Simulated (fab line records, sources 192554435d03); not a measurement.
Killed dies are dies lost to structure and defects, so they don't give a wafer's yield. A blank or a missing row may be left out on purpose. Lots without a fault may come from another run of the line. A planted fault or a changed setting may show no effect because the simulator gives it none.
Chamber matching | flow n5_finfet | N5_BEOL_M13_ETCH_68 on rie_diel-01: 4 sister chambers
The step etches SOC in N2/H2, time 355 s. 4 wafers are shown with their chamber, then 9 later ones without.

WAFERS WITH THEIR CHAMBER
wafer  | chamber | throttle_valve_pct (%)
L077.4 | 1       | 17.69
L083.1 | 3       | 17.51
L083.2 | 2       | 17.39
L083.4 | 0       | 17.86

WAFERS WITHOUT THEIR CHAMBER
wafer  | throttle_valve_pct (%)
L086.2 | 17.86
L086.3 | 17.44
L086.5 | 17.87
L087.2 | 17.88
L087.3 | 17.50
L087.6 | 17.44
L089.3 | 17.41
L089.5 | 17.51
L089.6 | 17.43

WHICH CHAMBER EACH WENT THROUGH
wafer  | from the rows above     | in truth
L086.2 | 0                       | 0
L086.3 | can't be placed: 2 or 3 | 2
L086.5 | 0                       | 0
L087.2 | 0                       | 0
L087.3 | 3                       | 3
L087.6 | can't be placed: 2 or 3 | 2
L089.3 | 2                       | 2
L089.5 | 3                       | 3
L089.6 | can't be placed: 2 or 3 | 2
Placed correctly: 6 of 9. Can't be placed from these rows: 3 (the true chamber is among the candidates in 3). Placed wrongly: 0.
How it was worked out, from the rows above alone: a wafer's distance from a chamber is the root of the sum, over the readings, of the square of ((its reading less the chamber's mean) divided by the reading's scatter). The wafer belongs to the nearest chamber; if the next one is less than 2 further off, it can't be placed. A chamber's mean is the mean of its shown wafers. The scatter: with one shown wafer a chamber, the root of the mean of the squares of how far each hidden wafer lies from its nearest shown one.
